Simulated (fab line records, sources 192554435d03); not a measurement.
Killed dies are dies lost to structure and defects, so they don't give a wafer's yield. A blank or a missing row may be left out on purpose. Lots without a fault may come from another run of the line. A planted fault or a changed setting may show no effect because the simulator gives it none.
Which tool did it? | flow n5_finfet | 24 lots, 72 wafers sampled, at 4 steps of a route of 1938

WHAT THE GAUGES READ, wafer by wafer
N5_BEOL_M7_OCD_MEAS_38.
lot  | measured     | on     | trench_depth_nm (nm)
L074 | day 9 08:13  | ocd-01 | 91.8 93.0 91.6
L075 | day 9 09:38  | ocd-02 | 94.1 92.7 95.8
L076 | day 9 14:47  | ocd-02 | 93.5 95.1 93.2
L078 | day 9 16:38  | ocd-02 | 93.8 93.7 93.0
L077 | day 9 23:22  | ocd-02 | 93.4 92.1 92.2
L079 | day 10 15:20 | ocd-01 | 92.9 93.0 92.8
L080 | day 11 02:51 | ocd-02 | 91.7 95.1 92.9
L081 | day 11 09:03 | ocd-02 | 93.6 91.4 91.4
L083 | day 12 08:59 | ocd-02 | 92.6 93.2 93.7
L084 | day 12 08:50 | ocd-01 | 91.9 91.2 93.0
L087 | day 12 08:47 | ocd-02 | 90.3 93.9 92.2
L082 | day 12 14:38 | ocd-01 | 94.3 94.8 94.5
L086 | day 12 15:02 | ocd-01 | 92.0 92.4 90.9
L085 | day 13 00:34 | ocd-01 | 93.1 94.6 93.8
L088 | day 13 05:48 | ocd-01 | 92.0 92.9 91.5
L089 | day 13 23:23 | ocd-01 | 93.0 92.2 89.5
L090 | day 13 23:51 | ocd-02 | 90.5 93.2 92.6
L091 | day 14 01:56 | ocd-01 | 94.8 94.8 91.8
L092 | day 14 09:52 | ocd-02 | 91.8 91.7 92.1
L093 | day 14 10:17 | ocd-01 | 92.1 91.5 93.2
L094 | day 14 13:02 | ocd-01 | 93.2 93.2 92.1
L095 | day 14 16:17 | ocd-02 | 90.9 92.7 91.3
L096 | day 14 20:14 | ocd-02 | 91.4 92.0 93.3
L097 | day 15 18:01 | ocd-02 | 91.2 93.7 91.5

WHICH TOOL RAN EACH LOT (tool, then ch and the chambers of the sampled wafers, then the start)
lot  | N5_BEOL_M7_CURE_74            | N5_BEOL_M7_HM_OPEN_17             | N5_BEOL_M7_ETCH_65
L074 | uv_cure-01 ch 0, day 9 03:41  | rie_metal-02 ch 0, day 9 06:22    | rie_diel-05 ch 1,2,3, day 9 07:50
L075 | uv_cure-01 ch 1, day 9 06:02  | rie_metal-03 ch 1, day 9 08:28    | rie_diel-04 ch 0,1, day 9 09:15
L076 | uv_cure-01 ch 2, day 9 10:02  | rie_metal-02 ch 0, day 9 13:23    | rie_diel-03 ch 1,2, day 9 14:25
L078 | uv_cure-02 ch 2, day 9 12:08  | rie_metal-03 ch 0,1, day 9 15:29  | rie_diel-03 ch 0,1, day 9 16:16
L077 | uv_cure-03 ch 0, day 9 16:52  | rie_metal-03 ch 0,1, day 9 19:38  | rie_diel-05 ch 0,1,3, day 9 22:59
L079 | uv_cure-01 ch 0, day 10 09:19 | rie_metal-02 ch 0,1, day 10 12:26 | rie_diel-05 ch 0,1, day 10 14:58
L080 | uv_cure-02 ch 1, day 10 23:34 | rie_metal-01 ch 0,1, day 11 01:49 | rie_diel-04 ch 0,1,3, day 11 02:29
L081 | uv_cure-01 ch 0, day 11 04:15 | rie_metal-01 ch 0,1, day 11 07:11 | rie_diel-04 ch 0,1,3, day 11 08:40
L083 | uv_cure-02 ch 2, day 12 04:07 | rie_metal-01 ch 0,1, day 12 06:17 | rie_diel-03 ch 0,1,2, day 12 08:37
L084 | uv_cure-03 ch 1, day 12 04:27 | rie_metal-01 ch 0,1, day 12 06:26 | rie_diel-05 ch 0,1, day 12 08:27
L087 | uv_cure-01 ch 2, day 12 04:28 | rie_metal-01 ch 0,1, day 12 06:41 | rie_diel-04 ch 0,1,3, day 12 08:24
L082 | uv_cure-01 ch 2, day 12 08:22 | rie_metal-02 ch 0,1, day 12 10:31 | rie_diel-03 ch 2,3, day 12 14:15
L086 | uv_cure-02 ch 1, day 12 08:40 | rie_metal-01 ch 0,1, day 12 10:49 | rie_diel-05 ch 0,3, day 12 14:38
L085 | uv_cure-03 ch 2, day 12 21:07 | rie_metal-01 ch 0, day 12 23:12   | rie_diel-03 ch 1,2, day 13 00:11
L088 | uv_cure-03 ch 1, day 13 00:24 | rie_metal-03 ch 0,1, day 13 02:58 | rie_diel-05 ch 1,2,3, day 13 05:26
L089 | uv_cure-03 ch 2, day 13 16:05 | rie_metal-03 ch 0, day 13 18:23   | rie_diel-04 ch 1,2,3, day 13 23:01
L090 | uv_cure-03 ch 1, day 13 19:12 | rie_metal-01 ch 0, day 13 21:56   | rie_diel-05 ch 0,1,2, day 13 23:28
L091 | uv_cure-03 ch 1, day 13 21:59 | rie_metal-03 ch 0,1, day 14 00:25 | rie_diel-04 ch 1,2,3, day 14 01:33
L092 | uv_cure-02 ch 1, day 14 03:34 | rie_metal-01 ch 0,1, day 14 06:58 | rie_diel-05 ch 1,2,3, day 14 09:29
L093 | uv_cure-02 ch 0, day 14 04:45 | rie_metal-03 ch 0,1, day 14 07:01 | rie_diel-05 ch 0,2,3, day 14 09:55
L094 | uv_cure-03 ch 0, day 14 09:34 | rie_metal-02 ch 0,1, day 14 11:34 | rie_diel-05 ch 1,2,3, day 14 12:39
L095 | uv_cure-03 ch 1, day 14 12:02 | rie_metal-02 ch 0,1, day 14 14:11 | rie_diel-05 ch 0,1,3, day 14 15:55
L096 | uv_cure-03 ch 0, day 14 14:00 | rie_metal-03 ch 0,1, day 14 17:30 | rie_diel-05 ch 0,1,3, day 14 19:52
L097 | uv_cure-01 ch 1, day 15 09:40 | rie_metal-02 ch 0,1, day 15 13:29 | rie_diel-05 ch 0,1,3, day 15 17:39
- N5_BEOL_M7_CURE_74: cures SiCOH lowk, time 240 s.
- N5_BEOL_M7_HM_OPEN_17: chemistry Cl2/BCl3, target TiN, target depth 20 nm, overetch 6 nm.
- N5_BEOL_M7_ETCH_65: etches SiARC in CF4, target depth 15.6 nm, time 26 s.

WHAT THE TOOLS THEMSELVES READ (means of the sampled wafers that have a number; where no wafer has one, the mark that the record gives instead)
N5_BEOL_M7_CURE_74.
lot  | tool       | lamp_power_pct (%) | wafer_temp_C_max
L074 | uv_cure-01 | 52.33              | 386.8
L075 | uv_cure-01 | 52.31              | 386.1
L076 | uv_cure-01 | 52.28              | 386.1
L078 | uv_cure-02 | 52.32              | 386.2
L077 | uv_cure-03 | 52.35              | 387.7
L079 | uv_cure-01 | 52.34              | 386.7
L080 | uv_cure-02 | 52.35              | 387.1
L081 | uv_cure-01 | 52.31              | 386.3
L083 | uv_cure-02 | 52.32              | 386.4
L084 | uv_cure-03 | 52.29              | 386.8
L087 | uv_cure-01 | 52.29              | 386.0
L082 | uv_cure-01 | 52.28              | 386.0
L086 | uv_cure-02 | 52.31              | 387.8
L085 | uv_cure-03 | 52.29              | 387.0
L088 | uv_cure-03 | 52.34              | 386.1
L089 | uv_cure-03 | 52.30              | 387.5
L090 | uv_cure-03 | 52.35              | 386.7
L091 | uv_cure-03 | 52.30              | 386.2
L092 | uv_cure-02 | 52.32              | 388.2
L093 | uv_cure-02 | 52.36              | 386.4
L094 | uv_cure-03 | 52.31              | 387.2
L095 | uv_cure-03 | 52.30              | 386.6
L096 | uv_cure-03 | 52.32              | 387.6
L097 | uv_cure-01 | 52.35              | 386.5

N5_BEOL_M7_HM_OPEN_17.
lot  | tool         | drypump_motor_current_A (A) | mfc_cl2_sccm (sccm) | oes_product_au (a.u.) | throttle_valve_pct (%)
L074 | rie_metal-02 | 6.03                        | 53.42               | 0.77                  | 21.9
L075 | rie_metal-03 | 5.58                        | 53.23               | 0.69                  | 22.5
L076 | rie_metal-02 | 6.05                        | 53.34               | 0.75                  | 22.0
L078 | rie_metal-03 | 5.76                        | 53.22               | 0.73                  | 21.9
L077 | rie_metal-03 | 5.68                        | 53.30               | 0.71                  | 22.2
L079 | rie_metal-02 | 5.99                        | 53.36               | 0.77                  | 22.0
L080 | rie_metal-01 | 5.89                        | 53.33               | 0.66                  | 22.1
L081 | rie_metal-01 | 5.88                        | 53.21               | 0.66                  | 22.1
L083 | rie_metal-01 | 5.86                        | 53.06               | 0.65                  | 22.1
L084 | rie_metal-01 | 5.89                        | 53.31               | 0.65                  | 22.1
L087 | rie_metal-01 | 5.74                        | 53.19               | 0.61                  | 22.3
L082 | rie_metal-02 | 5.90                        | 53.32               | 0.78                  | 21.9
L086 | rie_metal-01 | 5.76                        | 53.25               | 0.60                  | 22.3
L085 | rie_metal-01 | 6.01                        | 53.37               | 0.69                  | 22.0
L088 | rie_metal-03 | 5.67                        | 53.22               | 0.68                  | 22.2
L089 | rie_metal-03 | 5.84                        | 53.16               | 0.69                  | 21.7
L090 | rie_metal-01 | 5.99                        | 53.20               | 0.69                  | 22.0
L091 | rie_metal-03 | 5.67                        | 53.36               | 0.68                  | 22.2
L092 | rie_metal-01 | 5.88                        | 53.20               | 0.63                  | 22.2
L093 | rie_metal-03 | 5.77                        | 53.12               | 0.68                  | 22.0
L094 | rie_metal-02 | 5.99                        | 53.44               | 0.74                  | 22.0
L095 | rie_metal-02 | 5.97                        | 53.17               | 0.73                  | 22.0
L096 | rie_metal-03 | 5.77                        | 53.38               | 0.69                  | 22.0
L097 | rie_metal-02 | 5.97                        | 53.24               | 0.73                  | 22.0

N5_BEOL_M7_ETCH_65.
lot  | tool        | drypump_motor_current_A (A) | etch_rf_on_time_s (s) | oes_product_au (a.u.) | rf_vpp_V (V) | showerhead_plenum_p_Torr (Torr) | throttle_valve_pct (%)
L074 | rie_diel-05 | 5.9                         | 26.1                  | 0.64                  | 183.4        | 2.12                            | 15.57
L075 | rie_diel-04 | 5.1                         | 25.6                  | 0.72                  | 185.2        | 2.22                            | 15.63
L076 | rie_diel-03 | 5.3                         | 25.8                  | 0.66                  | 184.0        | 2.17                            | 15.68
L078 | rie_diel-03 | 5.5                         | 25.8                  | 0.63                  | 184.3        | 2.16                            | 15.61
L077 | rie_diel-05 | 5.4                         | 26.3                  | 0.62                  | 183.8        | 2.13                            | 15.63
L079 | rie_diel-05 | 5.1                         | 26.6                  | 0.60                  | 183.7        | 2.14                            | 15.68
L080 | rie_diel-04 | 5.3                         | 26.2                  | 0.65                  | 184.1        | 2.20                            | 15.72
L081 | rie_diel-04 | 5.3                         | 26.1                  | 0.66                  | 185.3        | 2.20                            | 15.73
L083 | rie_diel-03 | 5.4                         | 25.9                  | 0.66                  | 183.8        | 2.14                            | 15.64
L084 | rie_diel-05 | 5.1                         | 26.5                  | 0.59                  | 184.1        | 2.14                            | 15.71
L087 | rie_diel-04 | 5.3                         | 26.1                  | 0.65                  | 184.8        | 2.20                            | 15.74
L082 | rie_diel-03 | 5.9                         | 25.5                  | 0.70                  | 183.3        | 2.08                            | 15.55
L086 | rie_diel-05 | 5.1                         | 26.7                  | 0.59                  | 184.1        | 2.17                            | 15.76
L085 | rie_diel-03 | 5.3                         | 26.2                  | 0.69                  | 183.8        | 2.13                            | 15.63
L088 | rie_diel-05 | 5.9                         | 26.2                  | 0.62                  | 183.8        | 2.11                            | 15.62
L089 | rie_diel-04 | 5.1                         | 26.0                  | 0.67                  | 183.7        | 2.19                            | 15.64
L090 | rie_diel-05 | 5.6                         | 26.3                  | 0.68                  | 183.8        | 2.12                            | 15.50
L091 | rie_diel-04 | 5.1                         | 26.1                  | 0.68                  | 184.4        | 2.19                            | 15.65
L092 | rie_diel-05 | 5.9                         | 26.5                  | 0.61                  | 183.7        | 2.10                            | 15.65
L093 | rie_diel-05 | 5.6                         | 26.5                  | 0.68                  | 183.7        | 2.15                            | 15.56
L094 | rie_diel-05 | 5.9                         | 26.3                  | 0.61                  | 183.7        | 2.10                            | 15.64
L095 | rie_diel-05 | 5.4                         | 26.3                  | 0.67                  | 183.1        | 2.12                            | 15.53
L096 | rie_diel-05 | 5.5                         | 26.1                  | 0.67                  | 183.5        | 2.12                            | 15.53
L097 | rie_diel-05 | 5.5                         | 26.5                  | 0.66                  | 184.1        | 2.12                            | 15.55

THE ANSWER, worked out from the rows above alone
Rule: what is usual is taken from the lots themselves. Put in order of their means at a reading, lots are off if they are a third of the lots or fewer, leave a main group of 4 or more, and stand apart from it by a gap of 3 or more times the standard deviation of the main group's means; of several such gaps the widest counts. A main group whose means are all the same, to the digits that the tables above print for the reading, isn't used. A lot without any number at a reading at which 4 lots or more have one is off too. The other lots that the step has rows for count as sound. The gauges are gone through in route order, then the tools' own readings, and for those a lot's mean is taken as printed above. The first step at which some lot is off is used, and at that step the reading that is off furthest; a lot without a number counts as furthest.
No lot is off at any reading shown: from this, nothing can be told.

WHAT THE SIMULATOR HAD PUT IN
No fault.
